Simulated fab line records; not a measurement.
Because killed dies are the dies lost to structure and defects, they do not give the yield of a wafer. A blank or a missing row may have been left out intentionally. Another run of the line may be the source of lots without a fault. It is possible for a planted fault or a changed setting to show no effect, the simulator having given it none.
The tool behind it: which one?	flow n5-finfet	route of 1938 steps, sampled at 1 step: 12 lots, 36 wafers

== WHAT EACH GAUGE READ, for each wafer ==
N5_BEOL_M4_INSPECT_30: inspects for defects (brightfield).
lot	measured	on	raw-defect-count
L075	day 7 23:15	defect-inspect-02	357 253 290
L076	day 8 08:41	defect-inspect-01	488 522 733
L079	day 8 18:41	defect-inspect-02	532 403 466
L081	day 9 13:04	defect-inspect-02	461 547 495
L083	day 9 23:17	defect-inspect-02	596 696 1081
L085	day 10 13:27	defect-inspect-01	443 508 339
L088	day 11 01:28	defect-inspect-01	514 483 634
L087	day 11 06:24	defect-inspect-01	553 542 510
L091	day 11 12:16	defect-inspect-01	427 429 454
L092	day 12 03:13	defect-inspect-01	299 373 380
L095	day 13 05:58	defect-inspect-02	332 336 285
L097	day 13 16:15	defect-inspect-02	440 335 617

== EACH LOT AND THE TOOL THAT RAN IT (in order: tool; ch and the chambers of the sampled wafers; start) ==
Record: no process step prior to these readings.

== THE ANSWER, worked out from the rows above alone ==
Rule: the lots themselves supply what counts as usual. Put in order of their means at a reading, lots are off if they are a third of the lots or fewer, leave a main group of 4 or more, and stand apart from it by a gap of 3 or more times the standard deviation of the main group's means; of several such gaps the widest counts. If all means in a main group match to the digits the tables above print for the reading, that group is not used. A lot without any number at a reading at which 4 lots or more have one is off too. Any other lot the step has rows for is counted as sound.
No lot is off on any of the readings shown, so nothing can be concluded from this.

== WHAT THE SIMULATOR HAD INSERTED ==
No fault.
